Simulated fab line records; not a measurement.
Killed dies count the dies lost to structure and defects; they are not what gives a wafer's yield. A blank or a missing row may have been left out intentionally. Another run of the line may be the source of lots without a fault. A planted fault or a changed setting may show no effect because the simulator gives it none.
fab line records	flow n5-finfet
record lots=10	wafers=29	last-day=15
route steps=1938 shown BEOL_M4@1088 BEOL_M5@1112 PASSIVATION@1936
lots that met no fault: from a run of the same line without faults
start-h: start of the lot's first displayed wafer, in hours after the record's first day	wait-h: how many hours have passed since the lot's step before this one	" the same as in the row above	L1.1+2: a single row standing in for several wafers	- no value present, or no start provided	* or withheld: withheld	< > ~ a bound
route shown NAME@n: names a module that has steps shown in the file, with the first one's number in the route	usual: the fault-free wafers' mean and standard deviation	same: alike in all rows	chamber/n: place in a boat	sites: each site's reading	_std_site: how widely they spread, as a standard deviation	_edge_site: inner sites' mean taken away from outer sites' mean	radius-mm: for every site, how far away it sits from the centre of the wafer	mask NAME#n: copy n	behind: the most recent tool/chamber to have shaped the wafer	hold: the reason the lot was held/the length of the hold in hours/how it ended	device: transistor that didn't switch, given as n, p or np	end of line: at the end of the route, the tests of the same wafers	step lacking rows: just its recipe	killed: dies that structure and defects cost at the first sort, which is not the same as the wafer's yield	map: dies across one wafer; x = killed, . = not, _ = none there
set.NAME: the setting the step ran with; set.NAME@STEP: the setting that earlier step ran with	model.NAME: the simulator's own value behind a step, which no gauge read
steps of the route over a sample of lots; a table a step, a row a wafer
services: a tool's chamber out of use, with start hour (start-h, from the record's first day; less than 0 if before it), hours out, and reason
## steps
# step N5_BEOL_M4_SPUTTER_81
# recipe material=Cu	target-thk-a=45	temp-c=-20	chamber-pressure-pa=0.07	power-w=withheld	time-s=8.29
# usual chuck-gas-flow-sccm=1.27/0.049	throttle-valve-pct=30.4/0.99
lot.wafer	tool	chamber	start-h	wait-h	chuck-gas-flow-sccm	throttle-valve-pct
L994.2	pvd-sputter-01	-	169.44	0.1	1.27	30.0
L994.3	"	-	"	"	1.31	28.4
L994.4	"	-	"	"	1.24	31.1
L996.2	pvd-sputter-03	-	175.95	0.1	1.25	30.9
L996.3	"	-	"	"	1.31	30.7
L996.5	"	-	"	"	1.24	30.8
L999.2	pvd-sputter-03	-	199.79	0.1	1.26	29.1
L999.4	"	-	"	"	1.21	29.6
L999.6	"	-	"	"	1.25	30.8
L101.3	pvd-sputter-03	-	206.43	0.1	1.31	30.8
L101.5	"	-	"	"	1.34	29.6
L101.6	"	-	"	"	1.30	29.3
L103.1	pvd-sputter-01	-	228.29	0.1	1.25	31.5
L103.3	"	-	"	"	1.29	29.9
L103.4	"	-	"	"	1.30	30.9
L106.1	pvd-sputter-02	-	234.31	0.1	1.24	31.9
L106.2	"	-	"	"	1.14	29.9
L106.4	"	-	"	"	1.25	30.7
L105.4	pvd-sputter-02	-	237.49	0.1	1.23	30.0
L105.6	"	-	"	"	1.20	32.3
L108.2	pvd-sputter-03	-	243.70	0.1	1.33	30.5
L108.3	"	-	"	"	1.25	29.3
L108.6	"	-	"	"	1.26	30.8
L109.1	pvd-sputter-02	-	259.04	0.1	1.19	30.4
L109.2	"	-	"	"	1.28	32.0
L109.3	"	-	"	"	1.28	29.8
L110.1	pvd-sputter-02	-	261.28	0.1	1.31	30.3
L110.2	"	-	"	"	1.22	31.8
L110.3	"	-	"	"	1.31	30.2
# step N5_BEOL_M4_SPUTTER_94
# recipe material=Cu	target-thk-a=45	temp-c=-20	chamber-pressure-pa=0.07	power-w=withheld	time-s=8.29
# usual chuck-gas-flow-sccm=1.27/0.047	throttle-valve-pct=30.4/0.99
lot.wafer	tool	chamber	start-h	wait-h	chuck-gas-flow-sccm	throttle-valve-pct
L994.2	pvd-sputter-01	-	170.54	0.1	1.31	29.9
L994.3	"	-	"	"	1.35	28.4
L994.4	"	-	"	"	1.29	31.2
L996.2	pvd-sputter-03	-	177.05	0.1	1.19	31.2
L996.3	"	-	"	"	1.32	30.8
L996.5	"	-	"	"	1.18	30.7
L999.2	pvd-sputter-03	-	200.89	0.1	1.24	29.5
L999.4	"	-	"	"	1.21	29.7
L999.6	"	-	"	"	1.21	30.6
L101.3	pvd-sputter-03	-	207.53	0.1	1.36	30.8
L101.5	"	-	"	"	1.29	29.4
L101.6	"	-	"	"	1.25	29.5
L103.1	pvd-sputter-01	-	229.39	0.1	1.37	31.7
L103.3	"	-	"	"	1.26	29.6
L103.4	"	-	"	"	1.27	30.9
L106.1	pvd-sputter-02	-	235.41	0.1	1.21	32.2
L106.2	"	-	"	"	1.24	29.9
L106.4	"	-	"	"	1.25	30.3
L105.4	pvd-sputter-02	-	238.59	0.1	1.30	29.8
L105.6	"	-	"	"	1.26	32.3
L108.2	pvd-sputter-03	-	244.80	0.1	1.22	30.9
L108.3	"	-	"	"	1.14	29.1
L108.6	"	-	"	"	1.31	30.7
L109.1	pvd-sputter-02	-	260.14	0.1	1.30	30.2
L109.2	"	-	"	"	1.22	31.8
L109.3	"	-	"	"	1.21	29.9
L110.1	pvd-sputter-02	-	262.38	0.1	1.23	30.2
L110.2	"	-	"	"	1.13	32.0
L110.3	"	-	"	"	1.29	30.2
# step N5_BEOL_M4_RS_MEAS_58
# recipe thk-meas-gauge=four-point-probe	reads=Co_of_BEOL_M4_CO_CAP_55+Cu_of_BEOL_M4_ECD_50+Co_of_BEOL_M4_CVD_47+TaN_of_BEOL_M4_ALD_84
# usual M4_RS=0.68/0.035
lot.wafer	tool	chamber	start-h	wait-h	M4_RS[ohm/sq]
L994.2	film-metro-02	-	171.81	0.1	0.74
L994.3	"	-	"	"	0.64
L994.4	"	-	"	"	0.68
L996.2	film-metro-02	-	178.73	0.1	0.68
L996.3	"	-	"	"	0.65
L996.5	"	-	"	"	0.68
L999.2	film-metro-02	-	202.16	0.1	0.71
L999.4	"	-	"	"	0.64
L999.6	"	-	"	"	0.68
L101.3	film-metro-02	-	208.80	0.1	0.63
L101.5	"	-	"	"	0.68
L101.6	"	-	"	"	0.70
L103.1	film-metro-02	-	230.93	0.0	0.68
L103.3	"	-	"	"	0.64
L103.4	"	-	"	"	0.68
L106.1	film-metro-02	-	236.71	0.1	0.64
L106.2	"	-	"	"	0.67
L106.4	"	-	"	"	0.71
L105.4	film-metro-01	-	239.86	0.0	0.72
L105.6	"	-	"	"	0.69
L108.2	film-metro-02	-	246.27	0.1	0.66
L108.3	"	-	"	"	0.69
L108.6	"	-	"	"	0.64
L109.1	film-metro-01	-	261.58	0.0	0.61
L109.2	"	-	"	"	0.67
L109.3	"	-	"	"	0.62
L110.1	film-metro-02	-	263.66	0.0	0.65
L110.2	"	-	"	"	0.66
L110.3	"	-	"	"	0.65
# step N5_BEOL_M4_RC_MEAS_101
# usual DIBL_N=35.8/1.5	DIBL_P=35.9/1.8	IOFF_N=0.152/0.025	IOFF_P=0.21/0.031	ION_N=672/11	ION_P=462/7.4	SS_N=71.5/0.52	SS_P=73.2/0.54	VT_N=250/3	VT_P=-250/3.3
lot.wafer	tool	chamber	start-h	wait-h	DIBL_N[mV/V]	DIBL_P[mV/V]	IOFF_N[nA/um]	IOFF_P[nA/um]	ION_N[uA/um]	ION_P[uA/um]	SS_N[mV/dec]	SS_P[mV/dec]	VT_N[mV]	VT_P[mV]
L994.2	prober-02	0	172.02	0.2	37.7	37.6	0.168	0.25	681	470	71.9	73.4	250	-247
L994.3	"	0	"	"	35.8	35.2	0.146	0.20	669	463	71.5	73.2	250	-248
L994.4	"	0	"	"	35.6	36.1	0.145	0.22	672	472	71.4	72.5	251	-248
L996.2	prober-02	0	178.93	0.2	37.5	36.4	0.161	0.23	675	467	71.4	73.3	249	-247
L996.3	"	0	"	"	38.5	38.3	0.195	0.27	690	474	72.0	73.9	244	-245
L996.5	"	0	"	"	35.5	34.8	0.131	0.20	665	465	71.7	73.3	251	-248
L999.2	prober-02	0	202.37	0.2	36.1	34.1	0.143	0.20	678	465	71.3	73.3	251	-249
L999.4	"	0	"	"	36.7	34.2	0.153	0.20	659	449	71.6	73.1	249	-247
L999.6	"	0	"	"	36.1	35.3	0.155	0.22	664	461	70.4	73.9	248	-247
L101.3	prober-02	0	209.16	0.3	37.0	36.6	0.143	0.19	670	459	71.6	73.8	252	-255
L101.5	"	0	"	"	37.5	37.7	0.146	0.19	665	453	71.9	74.1	254	-255
L101.6	"	0	"	"	35.0	33.7	0.112	0.14	661	450	71.4	72.9	256	-259
L103.1	prober-01	0	230.98	0.0	35.9	35.9	0.158	0.21	673	464	71.3	72.6	248	-245
L103.3	"	0	"	"	36.2	36.9	0.169	0.23	684	469	71.0	73.7	248	-248
L103.4	"	0	"	"	35.8	36.0	0.161	0.21	685	466	70.9	73.8	248	-251
L106.1	prober-01	0	236.76	0.0	37.1	37.8	0.177	0.23	667	458	71.3	74.7	248	-248
L106.2	"	0	"	"	34.2	34.8	0.128	0.18	677	467	71.8	73.7	252	-250
L106.4	"	0	"	"	35.5	36.5	0.145	0.20	672	459	71.3	74.1	251	-253
L105.4	prober-02	0	240.38	0.5	36.5	35.2	0.167	0.21	681	466	72.1	72.9	251	-246
L105.6	"	0	"	"	35.9	34.6	0.151	0.20	670	462	70.9	73.4	250	-248
L108.2	prober-01	0	246.47	0.2	35.0	34.8	0.141	0.19	677	463	71.7	72.9	249	-253
L108.3	"	0	"	"	35.6	35.4	0.143	0.20	667	464	71.7	73.0	253	-251
L108.6	"	0	"	"	35.9	36.6	0.164	0.22	678	466	71.9	73.7	248	-249
L109.1	prober-02	0	261.63	0.0	35.2	36.2	0.142	0.20	675	461	71.5	73.4	250	-252
L109.2	"	0	"	"	38.9	40.1	0.205	0.27	687	475	72.3	74.0	245	-247
L109.3	"	0	"	"	35.4	35.7	0.134	0.20	658	456	71.5	72.7	250	-251
L110.1	prober-01	0	263.71	0.0	37.7	38.6	0.218	0.29	700	484	72.0	74.3	244	-243
L110.2	"	0	"	"	36.0	35.8	0.172	0.23	676	465	71.6	72.8	245	-248
L110.3	"	0	"	"	36.5	38.0	0.196	0.28	706	489	72.4	73.7	245	-243
# step N5_BEOL_M5_ILD_DEP_00
# recipe material=SiCOH_lowk	target-thk-a=1406.4	temp-c=300	precursor=DEMS/porogen	pressure-torr=5	rf-w=500	time-s=25.9
# usual chamber-pressure-Torr=4.998/0.011	heater-power-outer-w=142/29	heater-power-w=295/42	showerhead-plenum-p-Torr=5.739/0.015	throttle-valve-pct=14.1/0.81
lot.wafer	tool	chamber	start-h	wait-h	chamber-pressure-Torr	heater-power-outer-w	heater-power-w	showerhead-plenum-p-Torr	throttle-valve-pct
L994.2	pecvd-01	2	172.82	0.7	4.984	94	237	5.749	15.6
L994.3	"	0	"	"	4.986	179	331	5.753	13.5
L994.4	"	1	"	"	4.999	156	314	5.757	15.3
L996.2	pecvd-04	1	179.74	0.7	4.994	155	307	5.726	13.4
L996.3	"	0	"	"	5.008	177	348	5.723	13.5
L996.5	"	1	"	"	4.995	159	318	5.727	13.2
L999.2	pecvd-04	2	203.17	0.7	4.995	101	212	5.720	14.2
L999.4	"	0	"	"	5.003	185	353	5.724	13.4
L999.6	"	2	"	"	4.987	101	225	5.736	14.3
L101.3	pecvd-04	0	209.83	0.5	4.999	178	356	5.722	13.4
L101.5	"	0	"	"	4.977	178	357	5.728	13.4
L101.6	"	2	"	"	4.993	122	253	5.718	14.2
L103.1	pecvd-02	1	231.95	0.8	5.007	139	305	5.751	13.5
L103.3	"	0	"	"	4.986	113	275	5.747	15.5
L103.4	"	1	"	"	5.005	138	309	5.740	13.6
L106.1	pecvd-04	1	237.72	0.8	4.977	125	270	5.732	13.6
L106.2	"	0	"	"	4.995	148	315	5.721	13.2
L106.4	"	0	"	"	4.996	155	319	5.714	13.6
L105.4	pecvd-01	1	240.89	0.4	5.000	160	314	5.743	15.3
L105.6	"	0	"	"	4.989	140	290	5.758	13.4
L108.2	pecvd-01	1	247.29	0.7	-	-	-	-	-
L108.3	"	1	"	"	-	-	-	-	-
L108.6	"	1	"	"	-	-	-	-	-
L109.1	pecvd-02	0	262.59	0.8	-	-	-	-	-
L109.2	"	2	"	"	-	-	-	-	-
L109.3	"	1	"	"	-	-	-	-	-
L110.1	pecvd-01	2	264.68	0.8	-	-	-	-	-
L110.2	"	0	"	"	-	-	-	-	-
L110.3	"	1	"	"	-	-	-	-	-
# step N5_BEOL_M5_OCD_MEAS_38
# usual trench-depth-nm=71.1/1.4
lot.wafer	tool	chamber	start-h	wait-h	trench-depth-nm
L994.2	ocd-01	-	178.29	-	73.1
L994.3	"	-	"	"	67.6
L994.4	"	-	"	"	69.1
L996.2	ocd-01	-	184.90	-	70.8
L996.3	"	-	"	"	71.8
L996.5	"	-	"	"	71.0
L999.2	ocd-02	-	208.22	-	72.0
L999.4	"	-	"	"	72.6
L999.6	"	-	"	"	71.7
L101.3	ocd-01	-	214.38	-	73.0
L101.5	"	-	"	"	69.2
L101.6	"	-	"	"	70.1
L103.1	ocd-02	-	236.25	-	72.4
L103.3	"	-	"	"	72.5
L103.4	"	-	"	"	69.2
L106.1	ocd-02	-	243.22	-	70.7
L106.2	"	-	"	"	69.2
L106.4	"	-	"	"	73.8
L105.4	ocd-02	-	246.16	-	69.5
L105.6	"	-	"	"	72.0
L108.2	ocd-02	-	255.45	-	-
L108.3	"	-	"	"	-
L108.6	"	-	"	"	-
L109.1	ocd-01	-	265.79	-	-
L109.2	"	-	"	"	-
L109.3	"	-	"	"	-
L110.1	ocd-01	-	268.34	-	-
L110.2	"	-	"	"	-
L110.3	"	-	"	"	-
# step N5_PASSIVATION_PROBE_49
# usual defect-limited-yield=91.7/1.7	killed_at_M0_to_M3=34/10	killed_at_M4_up=13/5.1	killed-at-contacts=12/6.2	killed-at-front-end=36/12	killed-at-other=3.2/2.6	killed-dies=98/20	killed-on-rim=13/4.5	killed-open=65/13	killed-short=32/8.4	sort_bin_5_function=4.8/1.1	sort_bin_6_memory=3.2/0.74	sort-n-pass=1082/20	sort-yield-pct=91.7/1.7
# same gross-dies=1180	killed-at-back-side=0	sort_bin_4_leakage[%]=0	sort_bin_8_speed[%]=0
lot.wafer	tool	chamber	start-h	wait-h	defect-limited-yield[%]	killed_at_M0_to_M3	killed_at_M4_up	killed-at-contacts	killed-at-front-end	killed-at-other	killed-dies	killed-on-rim	killed-open	killed-short	sort_bin_5_function[%]	sort_bin_6_memory[%]	sort-n-pass	sort-yield-pct[%]
L108.2	prober-02	-	353.84	0.1	0	6	1159	2	13	0	1180	152	13	11	75.4	3.2	0	0
L108.3	prober-02	-	353.89	0.1	0	5	1167	0	8	0	1180	152	8	6	75.2	3.2	0	0
L108.6	prober-02	-	354.04	0.3	0	4	1165	2	7	2	1180	152	13	2	74.6	2.5	0	0
L109.1	prober-01	-	362.68	0.0	0	6	1166	1	7	0	1180	152	8	6	71.7	3.6	0	0
L109.2	prober-01	-	362.73	0.1	0	10	1162	2	5	1	1180	152	16	3	72.7	2.3	0	0
L109.3	prober-01	-	362.78	0.1	0	3	1171	2	4	0	1180	152	10	3	71.4	2.7	0	0
L110.1	prober-02	-	368.40	0.0	0	8	1163	1	8	0	1180	152	10	10	73.9	2.5	0	0
L110.2	prober-02	-	368.45	0.1	0	7	1166	1	6	0	1180	152	9	7	73.5	2.4	0	0
L110.3	prober-02	-	368.50	0.1	0	12	1159	3	5	1	1180	152	17	8	73.1	2.6	0	0
# killed by level:class
L108.2 BEOL_M5:lost-pattern=1154 FIN_SAQP:geometric-particle:short=3 FIN_SAQP:geometric-particle:open=3 DUMMY_GATE:geometric-particle:short=2 BEOL_M0_SAQP:geometric-particle:short=2 BEOL_M0_SAQP:geometric-particle:open=2 STARTING-WAFER:geometric-particle:short=2 BEOL_M5:area-dep=2
L108.3 BEOL_M5:lost-pattern=1162 BEOL_M5:area-dep=4 STI_FIN_REVEAL:geometric-particle:short=2 BEOL_M0_SAQP:geometric-particle:short=2 FIN_SAQP:geometric-particle:open=1 DUMMY_GATE:geometric-particle:open=1 ILD0:geometric-particle:open=1 GATE_CUT:geometric-particle:open=1
L108.6 BEOL_M5:lost-pattern=1162 FIN_SAQP:geometric-particle:open=3 BEOL_M5:area-dep=3 MOL_CONTACT_COAG:geometric-particle:open=2 BEOL_M1:geometric-particle:open=2 MIM_TOP_ETCH:geometric-particle:open=2 DUMMY_GATE:geometric-particle:open=1 SPACER0:geometric-particle:open=1
L109.1 BEOL_M5:lost-pattern=1159 BEOL_M5:area-dep=6 DUMMY_GATE:geometric-particle:open=2 BEOL_M0_SAQP:geometric-particle:short=2 STI_FIN_REVEAL:geometric-particle:open=1 BEOL_M0_SAQP:geometric-particle:open=1 GATE_CUT:geometric-particle:open=1 GATE_CUT:geometric-particle:short=1
L109.2 BEOL_M5:lost-pattern=1155 BEOL_M5:area-dep=6 BEOL_M0_SAQP:geometric-particle:open=5 FIN_SAQP:geometric-particle:open=3 DUMMY_GATE:geometric-particle:open=2 MOL_CONTACT_COAG:geometric-particle:open=1 MOL_CONTACT_COAG:geometric-particle:short=1 BEOL_M0_SAQP:geometric-particle:short=1
L109.3 BEOL_M5:lost-pattern=1156 BEOL_M5:area-dep=11 MOL_CONTACT_COAG:geometric-particle:open=2 BEOL_M0_SAQP:geometric-particle:short=2 BEOL_M4:geometric-particle:open=2 BEOL_M8:geometric-particle:open=2 STI_FIN_REVEAL:geometric-particle:open=1 GATE_CUT:geometric-particle:short=1
L110.1 BEOL_M5:lost-pattern=1153 BEOL_M5:area-dep=7 BEOL_M0_SAQP:geometric-particle:open=3 GATE_CUT:geometric-particle:short=2 BEOL_M0_SAQP:geometric-particle:short=2 BEOL_M1:geometric-particle:open=2 BEOL_M4:geometric-particle:open=2 FIN_SAQP:geometric-particle:open=1
L110.2 BEOL_M5:lost-pattern=1162 FIN_SAQP:geometric-particle:short=2 STI_FIN_REVEAL:geometric-particle:open=2 BEOL_M0_SAQP:geometric-particle:open=2 DUMMY_GATE:geometric-particle:open=1 DUMMY_GATE:geometric-particle:short=1 MOL_CONTACT_COAG:geometric-particle:open=1 BEOL_M0_SAQP:geometric-particle:short=1
L110.3 BEOL_M5:lost-pattern=1147 BEOL_M5:area-dep=8 MOL_CONTACT_COAG:geometric-particle:open=3 BEOL_M0_SAQP:geometric-particle:open=3 BEOL_M0_SAQP:geometric-particle:short=3 BEOL_M1:geometric-particle:open=2 BEOL_M3:geometric-particle:open=2 FIN_SAQP:geometric-particle:open=1
## services
tool	chamber	start-h	hours	kind
pecvd-04	0	176.00	2.2	repair
pecvd-01	-	180.37	0.9	repair
pecvd-01	2	190.80	4.7	repair
pecvd-02	0	197.89	5.5	scheduled-down
pecvd-01	0	207.72	6.4	repair
pecvd-04	1	208.31	2.1	scheduled-down
pecvd-01	2	220.22	-	clean
pecvd-01	2	220.22	-	consumable-replace:showerhead
pecvd-01	2	220.22	29.0	scheduled-down
pecvd-01	2	220.22	29.0	vent-cycle
pecvd-02	-	233.00	0.7	repair
pecvd-04	-	252.22	14.6	pm
pvd-sputter-01	-	260.51	3.0	repair
## key
first-sign step=N5_BEOL_M5_ILD_DEP_00	reading=tool-record	direction=missing
effect step=N5_BEOL_M5_OCD_MEAS_38	reading=trench-depth-nm	direction=missing
effect step=N5_PASSIVATION_PROBE_49	reading=killed_at_M4_up	direction=up	sigmas=99+	usual=13	struck=1164
met-at N5_BEOL_M5_ILD_DEP_00
struck-lots L108,L109,L110
later-rows-left-out L108.2,L108.3,L108.6,L109.1,L109.2,L109.3,L110.1,L110.2,L110.3
not-acting-at N5_BEOL_M4_SPUTTER_81,N5_BEOL_M4_SPUTTER_94,N5_BEOL_M4_RS_MEAS_58
onset-between 240.89 247.29
fault kind=skipped-step-whole	tool=pecvd-01,pecvd-02	chamber=-	onset-h=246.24	steps=N5_BEOL_M5_ILD_DEP_00	scope=struck-lots-only
# later-rows-left-out: the simulator's readings of these wafers behind a module that went badly wrong aren't trusted and aren't shown, but for the sort
